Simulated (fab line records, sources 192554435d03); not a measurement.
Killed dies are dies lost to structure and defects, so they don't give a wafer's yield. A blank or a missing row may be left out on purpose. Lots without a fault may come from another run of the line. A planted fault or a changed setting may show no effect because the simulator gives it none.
Problem report in the 8D (eight disciplines) form, filled by code | flow n5_finfet | the parts of the form that need people (team, actions taken, sign-off) are left out

1. THE PROBLEM
M3_THK at N5_BEOL_M3_THK_MEAS_53 reads a mean of 153.6 nm on 4 wafers of 3 lots; wafers without a fault read 39.9 nm with a standard deviation of 1.5. That is +76 standard deviations from the usual mean.
The step: measures by xrf.
First seen on wafer L189.5, day 14 05:08, on film_metro-01. The record holds 24 wafers of 8 lots with a number at this step. Rule for "out", or "out of limits": more than 4 standard deviations from the usual mean. The other wafers with a number count as sound.

2. WHAT IT IS AND WHAT IT IS NOT
question                    | is                             | is not
which readings at this step | M3_THK                         | -
which lots                  | L189, L190, L191               | L175, L176, L178, L181, L188
which wafers of those lots  | L189.5, L189.6, L190.6, L191.6 | L189.3, L190.1, L190.2, L191.1, L191.4
read on which gauges        | film_metro-01, film_metro-02   | -
when                        | from day 14 05:08              | up to then (13 sound wafers); but 7 sound wafers of L175, L190, L191 came after

3. SUSPECTS, AND WHAT RULES EACH OUT
Counting: a tool at a process step up to the reading stays a suspect if it ran every lot that is out. Sound lots after the first of them don't rule it out here, since some wafers of a struck lot are sound.
- the gauge at N5_BEOL_M3_THK_MEAS_53: ruled out. The wafers that are out were read on 2 gauges (film_metro-01, film_metro-02).
- cmp-03 at N5_BEOL_M3_CMP_52 (polishes, stops on SiOC, t overpolish 6.8 s, target thk 40 nm): kept. It ran every lot that is out, first L189 (day 14 04:55); its last sound lot up to then is L181 (day 11 10:43). Its own readings are out on those wafers: barrier_field_endpoint_s, overpolish_run_s, time_to_endpoint_s.
Left after counting: cmp-03 at N5_BEOL_M3_CMP_52.

4. THE CAUSE (what the simulator had put in)
Process parameter drift: cmp-03, from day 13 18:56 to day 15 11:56, at N5_BEOL_M3_CMP_52. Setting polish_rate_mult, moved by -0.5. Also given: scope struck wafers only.
Counting left only this tool.

5. THE CHAIN OF EFFECTS, in route order
Each row: a reading whose mean over the struck wafers that have a number lies more than 3 standard deviations from the usual. Only readings for which the record gives a usual standard deviation are gone through. hours: the time from each lot's start at the first step in this table that gives one to its start at this step, as a median over the lots. sigmas: the change in usual standard deviations.
hours | step                    | reading                  | usual   | on struck wafers | change | sigmas
0     | N5_BEOL_M3_CMP_52       | barrier_field_endpoint_s | 24.4 s  | 41.3             | +16.9  | +31
0     | N5_BEOL_M3_CMP_52       | overpolish_run_s         | 6.801 s | 0.040            | -6.761 | -99 or more
0     | N5_BEOL_M3_CMP_52       | time_to_endpoint_s       | 60 s    | 80               | +20    | +6.5
0     | N5_BEOL_M3_THK_MEAS_53  | M3_THK                   | 39.9 nm | 153.6            | +113.7 | +76
1     | N5_BEOL_M3_INSPECT_59   | raw_defect_count         | 70      | 5095             | +5025  | +99 or more
135   | N5_PASSIVATION_PROBE_49 | defect_limited_yield     | 90.8 %  | 0.0              | -90.8  | -53
135   | N5_PASSIVATION_PROBE_49 | killed_at_M0_to_M3       | 37      | 1110             | +1073  | +89
135   | N5_PASSIVATION_PROBE_49 | killed_dies              | 109     | 1180             | +1071  | +54
135   | N5_PASSIVATION_PROBE_49 | killed_on_rim            | 14      | 152              | +138   | +32
135   | N5_PASSIVATION_PROBE_49 | sort_n_pass              | 1071    | 0                | -1071  | -54
135   | N5_PASSIVATION_PROBE_49 | sort_yield_pct           | 90.8 %  | 0.0              | -90.8  | -53
The process steps in it:
- N5_BEOL_M3_CMP_52: polishes, stops on SiOC, t overpolish 6.8 s, target thk 40 nm.
- N5_PASSIVATION_PROBE_49

6. WHAT WOULD HAVE CAUGHT IT SOONER
In this record the first reading out of limits at a measuring or inspecting step was taken at day 14 05:08, 10 hours after the fault began at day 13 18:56.
The tool's own readings at N5_BEOL_M3_CMP_52 were out on every struck wafer that the step has a row for (barrier_field_endpoint_s, overpolish_run_s, time_to_endpoint_s): an alarm limit on them would have fired on the first of those.
Of the lots that are out (3), L191, L190 began N5_BEOL_M3_CMP_52 on cmp-03 after day 14 05:08. A hold on the tool at that time would have spared those 2.
